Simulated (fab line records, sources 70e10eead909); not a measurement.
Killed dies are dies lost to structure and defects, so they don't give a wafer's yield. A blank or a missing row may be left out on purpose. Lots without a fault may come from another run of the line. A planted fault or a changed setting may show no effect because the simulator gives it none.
fab line records | flow nand_harc
record lots=13 wafers=39 last_day=33
route steps=1302 shown A_ONON_D2@552 A_CHANNEL_HOLE_D2@582 END@1302
lots that met no fault: from a run of the same line without faults
start_h: hours from the record's first day to the start of the lot's first wafer shown | wait_h: hours since the lot's step before | " the same as in the row above | L1.1+2: a row that stands for several wafers | - no value, or no start given | * or withheld: withheld | < > ~ a bound
route shown NAME@n: a module of which the file shows steps, and the number in the route of the first | usual: mean/standard deviation of fault-free wafers | same: alike in all rows | chamber/n: place in a boat | sites: the reading at each site | _std_site: their standard deviation | _edge_site: outer sites' mean less inner sites' | radius_mm: how far each site lies from the wafer's centre | mask NAME#n: copy n | behind: the tool/chamber that last shaped the wafer | hold: why the lot was held/for how many hours/how that ended | device: the transistor (n, p or np) that didn't switch | end of line: the same wafers' tests at the end of the route | a step without rows: its recipe alone | killed: dies lost to structure and defects at the first sort, not the wafer's yield | map: a wafer's dies, x killed, . not, _ none there
set.NAME: the setting as run; set.NAME@STEP: as run at that earlier step | model.NAME: the simulator's own value behind a step, which no gauge read
steps of the route over a sample of lots; a table a step, a row a wafer
services: from which hour (start_h, from the record's first day; less than 0 if before it) a tool's chamber was out of use, for how many hours, and why
## steps
# step NHARC_A_ONON_D2_THK_MEAS_11
# recipe thk_meas_gauge=ellipsometry
# usual thk_nm=999/11
# columns lot.wafer tool chamber start_h wait_h thk_nm
L827.2 film_metro-01 - 302.24 - 1007
L827.3 " - " " 1006
L827.6 " - " " 1007
L830.1 film_metro-01 - 322.30 - 992
L830.4 " - " " 991
L830.5 " - " " 993
L829.1 film_metro-01 - 322.81 - 997
L829.3 " - " " 997
L829.6 " - " " 997
L831.1 film_metro-02 - 342.07 - 1001
L831.2 " - " " 1002
L831.4 " - " " 1002
L833.1 film_metro-01 - 363.17 - 996
L833.3 " - " " 996
L833.5 " - " " 995
L834.3 film_metro-02 - 368.99 - 999
L834.5 " - " " 998
L834.6 " - " " 998
L836.2 film_metro-02 - 390.44 - 989
L836.4 " - " " 990
L836.5 " - " " 989
L835.2 film_metro-02 - 390.64 - 1024
L835.3 " - " " 1023
L835.6 " - " " 1024
L837.3 film_metro-01 - 394.46 - 995
L837.5 " - " " 997
L837.6 " - " " 995
L839.2 film_metro-02 - 420.41 - 1000
L839.3 " - " " 999
L839.6 " - " " 997
L840.1 film_metro-02 - 427.22 - 978
L840.5 " - " " 979
L840.6 " - " " 978
L846.1 film_metro-02 - 489.81 - 1013
L846.3 " - " " 1012
L846.4 " - " " 1012
L847.2 film_metro-02 - 504.72 - 972
L847.4 " - " " 971
L847.6 " - " " 971
# step NHARC_A_ONON_D2_DEP_33
# recipe target_thk_a=2000 temp_c=400 pressure_torr=6.5 rf_w=900 teos_flow_sccm=161.4 flow_sccm=2650 target_thk_nm=200 gas=O2 material=SiO2
# usual heater_power_w=578/86 mfc_precursor_sccm=161.4/0.44 rf_fwd_power_W=898.8/2.6 throttle_valve_pct=16.1/0.44
# columns lot.wafer tool chamber start_h wait_h heater_power_w mfc_precursor_sccm rf_fwd_power_W throttle_valve_pct
L827.3 pecvd-02 1 314.81 0.1 629 161.9 898.2 16.5
L827.2 " 2 " " 718 161.2 898.6 16.1
L827.6 " 1 " " 607 161.4 893.4 16.3
L830.1 pecvd-04 2 332.55 0.1 503 161.9 899.7 15.8
L830.4 " 2 " " 529 161.3 896.8 15.9
L830.5 " 1 " " 434 161.8 900.3 15.6
L829.1 pecvd-01 1 332.64 0.1 492 161.0 897.6 16.0
L829.3 " 2 " " 663 161.4 900.3 15.2
L829.6 " 0 " " 567 160.8 894.4 16.4
L831.2 pecvd-01 1 352.34 0.1 496 161.8 898.0 15.8
L831.1 " 0 " " 587 161.0 898.8 16.5
L831.4 " 0 " " 583 161.0 903.1 16.0
L833.3 pecvd-01 0 373.54 0.1 701 161.5 898.5 16.7
L833.1 " 1 " " 577 160.7 893.9 15.9
L833.5 " 2 " " 609 161.2 900.0 15.4
L834.3 pecvd-01 2 381.37 0.1 656 161.0 901.7 15.3
L834.5 " 2 " " 659 160.9 897.3 15.4
L834.6 " 1 " " 595 161.1 899.4 16.2
L835.2 pecvd-02 2 401.02 0.1 743 160.9 899.1 16.5
L835.3 " 1 " " 582 161.7 897.3 16.9
L835.6 " 1 " " 588 161.3 898.3 16.9
L836.2 pecvd-01 1 401.09 0.1 618 161.9 899.8 16.1
L836.4 " 0 " " 622 161.7 902.3 16.5
L836.5 " 1 " " 483 161.5 900.9 16.2
L837.3 pecvd-04 0 404.86 0.2 559 161.9 898.9 16.7
L837.5 " 0 " " 571 160.9 902.5 16.6
L837.6 " 1 " " 464 161.9 900.4 15.9
L839.3 pecvd-01 1 431.71 0.1 487 161.4 904.2 16.2
L839.2 " 2 " " 561 162.0 900.0 15.4
L839.6 " 0 " " 689 162.2 897.2 16.4
L840.1 pecvd-01 1 437.84 0.1 605 161.0 899.9 16.1
L840.6 " 1 " " 614 161.4 900.6 16.3
L840.5 " 2 " " 704 161.5 894.5 15.7
L846.3 pecvd-04 1 500.73 0.1 388 175.6 899.8 15.8
L846.1 " 0 " " 449 176.4 896.7 16.5
L846.4 " 2 " " 628 175.4 899.6 16.5
L847.2 pecvd-04 0 515.62 0.1 575 176.5 895.8 16.6
L847.6 " 0 " " 570 175.9 899.6 16.6
L847.4 " 2 " " 595 176.3 902.2 16.4
# step NHARC_A_ONON_D2_THK_MEAS_34
# recipe thk_meas_gauge=ellipsometry
# usual thk_nm=200.0/2.7
# columns lot.wafer tool chamber start_h wait_h thk_nm
L827.2 film_metro-02 - 315.22 - 199.7
L827.3 " - " " 197.3
L827.6 " - " " 198.9
L830.1 film_metro-02 - 332.96 - 199.9
L830.4 " - " " 200.6
L830.5 " - " " 199.7
L829.1 film_metro-01 - 333.08 - 199.5
L829.3 " - " " 199.4
L829.6 " - " " 201.8
L831.1 film_metro-01 - 352.76 - 199.4
L831.2 " - " " 200.1
L831.4 " - " " 203.5
L833.1 film_metro-02 - 373.91 - 200.1
L833.3 " - " " 201.1
L833.5 " - " " 203.0
L834.3 film_metro-01 - 381.78 - 196.0
L834.5 " - " " 200.0
L834.6 " - " " 193.7
L836.2 film_metro-01 - 401.42 - 201.9
L836.4 " - " " 206.2
L836.5 " - " " 203.2
L835.2 film_metro-02 - 401.43 - 194.9
L835.3 " - " " 196.8
L835.6 " - " " 199.9
L837.3 film_metro-02 - 405.28 0.3 201.9
L837.5 " - " " 201.1
L837.6 " - " " 202.9
L839.2 film_metro-01 - 432.08 - 201.4
L839.3 " - " " 199.9
L839.6 " - " " 204.2
L840.1 film_metro-02 - 438.25 - 199.5
L840.5 " - " " 201.9
L840.6 " - " " 205.4
L846.1 film_metro-02 - 501.14 - 217.9
L846.3 " - " " 217.9
L846.4 " - " " 219.5
L847.2 film_metro-01 - 516.03 - 213.5
L847.4 " - " " 217.7
L847.6 " - " " 219.2
# step NHARC_A_CHANNEL_HOLE_D2_CD_MEAS_10
# recipe target_cd_nm=100 landing_energy_ev=500
# usual cd_nm=99.9/0.41
# columns lot.wafer tool chamber start_h wait_h cd_nm
L827.2 cd_sem-02 0 320.68 - 99.9
L827.3 " 0 " " 100.5
L827.6 " 0 " " 100.2
L830.1 cd_sem-03 0 335.58 - 99.8
L830.4 " 0 " " 99.7
L830.5 " 0 " " 99.8
L829.1 cd_sem-03 0 335.88 - 100.4
L829.3 " 0 " " 99.4
L829.6 " 0 " " 100.1
L831.1 cd_sem-02 0 355.53 - 99.7
L831.2 " 0 " " 100.3
L831.4 " 0 " " 100.0
L833.1 cd_sem-02 0 378.75 - 100.1
L833.3 " 0 " " 100.2
L833.5 " 0 " " 100.1
L834.3 cd_sem-01 0 385.91 - 99.9
L834.5 " 0 " " 100.2
L834.6 " 0 " " 100.2
L836.2 cd_sem-03 0 405.27 - 100.2
L836.4 " 0 " " 100.2
L836.5 " 0 " " 100.2
L835.2 cd_sem-03 0 405.82 - 99.3
L835.3 " 0 " " 99.9
L835.6 " 0 " " 99.9
L837.3 cd_sem-02 0 413.63 - 100.3
L837.5 " 0 " " 99.7
L837.6 " 0 " " 100.0
L839.2 cd_sem-01 0 434.69 - 99.3
L839.3 " 0 " " 98.9
L839.6 " 0 " " 99.1
L840.1 cd_sem-03 0 441.04 - 100.5
L840.5 " 0 " " 100.4
L840.6 " 0 " " 100.6
L846.1 cd_sem-03 0 504.54 - 100.3
L846.3 " 0 " " 99.9
L846.4 " 0 " " 100.3
L847.2 cd_sem-03 0 520.32 - 99.9
L847.4 " 0 " " 100.0
L847.6 " 0 " " 99.9
# step NHARC_A_CHANNEL_HOLE_D2_INSPECT_12
# usual raw_defect_count=29/23
# columns lot.wafer tool chamber start_h wait_h raw_defect_count
L827.2 defect_inspect-01 - 320.80 0.0 49
L827.3 " - " " 70
L827.6 " - " " 55
L830.1 defect_inspect-01 - 335.71 0.0 11
L830.4 " - " " 7
L830.5 " - " " 12
L829.1 defect_inspect-02 - 336.01 0.0 7
L829.3 " - " " 17
L829.6 " - " " 15
L831.1 defect_inspect-02 - 355.65 0.0 13
L831.2 " - " " 16
L831.4 " - " " 5
L833.1 defect_inspect-02 - 378.88 0.0 5
L833.3 " - " " 11
L833.5 " - " " 8
L834.3 defect_inspect-02 - 386.03 0.0 12
L834.5 " - " " 18
L834.6 " - " " 9
L836.2 defect_inspect-01 - 405.39 0.0 10
L836.4 " - " " 5
L836.5 " - " " 8
L835.2 defect_inspect-01 - 405.94 0.0 9
L835.3 " - " " 12
L835.6 " - " " 9
L837.3 defect_inspect-01 - 413.75 0.0 15
L837.5 " - " " 11
L837.6 " - " " 12
L839.2 defect_inspect-02 - 434.82 0.0 64
L839.3 " - " " 47
L839.6 " - " " 50
L840.1 defect_inspect-01 - 441.17 0.0 59
L840.5 " - " " 74
L840.6 " - " " 51
L846.1 defect_inspect-01 - 504.67 0.0 22
L846.3 " - " " 29
L846.4 " - " " 22
L847.2 defect_inspect-02 - 520.44 0.0 37
L847.4 " - " " 16
L847.6 " - " " 29
# step NHARC_END_SORT_01
# recipe temp_c=25
# usual killed_at_array=55/17 killed_at_other=1.1/1.4 killed_at_periphery=3.9/3 killed_dies=59/17 killed_open=3.5/2 killed_short=2.6/1.6
# same gross_dies=677
# columns lot.wafer tool chamber start_h wait_h killed_at_array killed_at_other killed_at_periphery killed_dies killed_open killed_short
L835.2 prober-01 0 668.54 2.8 8 1 3 12 4 0
L835.3 prober-01 0 669.35 3.1 17 1 1 19 1 2
L835.6 prober-01 0 671.76 4.0 18 2 2 22 3 1
L839.2 prober-01 0 713.35 2.8 67 1 2 70 2 3
L839.3 prober-01 0 714.16 3.1 76 1 3 80 4 4
L839.6 prober-01 0 716.56 4.0 75 1 3 79 6 5
# killed by level:class
L835.2 A_CHANNEL_HOLE_D1:chamber_film_flake=4 P_CONTACT:geometric_particle:open=2 P_M0:geometric_particle:open=1 A_ONON_D1:geometric_particle:open=1 A_STAIRCASE:chamber_film_flake=1 A_SLIT:chamber_film_flake=1 A_M1:chamber_film_flake=1 THIN_TSV:chamber_film_flake=1
L835.3 A_CHANNEL_HOLE_D1:chamber_film_flake=8 A_CONTACT:chamber_film_flake=2 A_CHANNEL_HOLE_D2:geometric_particle:short=1 A_CHANNEL_FILL_D2:geometric_particle:short=1 A_CHANNEL_FILL_D2:geometric_particle:open=1 P_BONDPAD:chamber_film_flake=1 A_DECK1_JOINT:chamber_film_flake=1 A_STAIRCASE:chamber_film_flake=1
L835.6 A_CHANNEL_HOLE_D1:chamber_film_flake=9 A_WL_FILL:chamber_film_flake=2 THIN_TSV:chamber_film_flake=2 P_GATE:geometric_particle:open=1 A_SOURCE_PLATE:geometric_particle:open=1 A_ONON_D2:geometric_particle:open=1 A_CHANNEL_FILL_D2:geometric_particle:short=1 P_BONDPAD:chamber_film_flake=1
L839.2 A_SLIT:chamber_film_flake=27 A_CHANNEL_HOLE_D1:chamber_film_flake=23 A_CHANNEL_HOLE_D2:chamber_film_flake=6 A_STAIRCASE:chamber_film_flake=2 P_M0:geometric_particle:open=1 A_DECK1_JOINT:geometric_particle:short=1 A_ONON_D2:geometric_particle:short=1 A_SGD_CUT:geometric_particle:open=1
L839.3 A_SLIT:chamber_film_flake=40 A_CHANNEL_HOLE_D1:chamber_film_flake=16 A_CONTACT:chamber_film_flake=5 A_STAIRCASE:chamber_film_flake=3 A_CHANNEL_FILL_D1:chamber_film_flake=2 P_GATE:geometric_particle:open=1 P_GATE:geometric_particle:short=1 P_CONTACT:geometric_particle:short=1
L839.6 A_SLIT:chamber_film_flake=33 A_CHANNEL_HOLE_D1:chamber_film_flake=21 A_CHANNEL_HOLE_D2:chamber_film_flake=4 A_WL_FILL:geometric_particle:short=3 A_CONTACT:chamber_film_flake=3 P_CONTACT:geometric_particle:open=2 A_CHANNEL_FILL_D1:chamber_film_flake=2 A_STAIRCASE:chamber_film_flake=2
## services
# columns tool chamber start_h hours kind
pecvd-04 - 304.90 5.4 repair
pecvd-01 - 311.00 13.0 pm
pecvd-01 0 311.00 13.0 vent_cycle
pecvd-01 1 311.00 13.0 vent_cycle
pecvd-01 2 311.00 13.0 vent_cycle
pecvd-01 0 324.00 - clean
pecvd-01 1 324.00 - clean
pecvd-01 2 324.00 - clean
pecvd-02 - 324.45 0.6 repair
pecvd-04 - 337.80 1.7 repair
pecvd-04 2 399.33 13.2 repair
pecvd-02 - 408.18 13.0 pm
pecvd-01 - 442.21 0.7 repair
pecvd-04 - 450.17 13.0 pm
pecvd-04 0 450.17 13.0 vent_cycle
pecvd-04 1 450.17 13.0 vent_cycle
pecvd-01 - 492.00 13.0 pm
pecvd-01 0 492.00 13.0 vent_cycle
pecvd-01 1 492.00 13.0 vent_cycle
pecvd-01 2 492.00 13.0 vent_cycle
pecvd-01 0 505.00 - clean
pecvd-01 1 505.00 - clean
pecvd-01 2 505.00 - clean
pecvd-02 - 510.23 2.5 repair
## key
first_sign step=NHARC_A_ONON_D2_DEP_33 reading=mfc_precursor_sccm direction=up sigmas=33 usual=161.4 struck=176.0
effect step=NHARC_A_ONON_D2_THK_MEAS_34 reading=thk_nm direction=up sigmas=6.4 usual=200.0 struck=217.6
met_at NHARC_A_ONON_D2_DEP_33
struck_lots L846,L847
tester_left_out L846,L847
not_acting_at NHARC_A_ONON_D2_THK_MEAS_11,NHARC_A_CHANNEL_HOLE_D2_CD_MEAS_10,NHARC_A_CHANNEL_HOLE_D2_INSPECT_12
onset_between 404.86 500.73
fault kind=process_parameter_drift tool=pecvd-04 chamber=- onset_h=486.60 steps=NHARC_A_ONON_D2_DEP_33 channel=teos_flow_sccm offset=* shape=step end_h=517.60 acts_in=* stated=*
# tester_left_out: of these lots the tester's yield and bins aren't shown, on N5 and GAA mostly nor the transistor test; their killed dies are dies lost to structure and defects alone, not to doping, threshold or leakage, so they don't give the yield
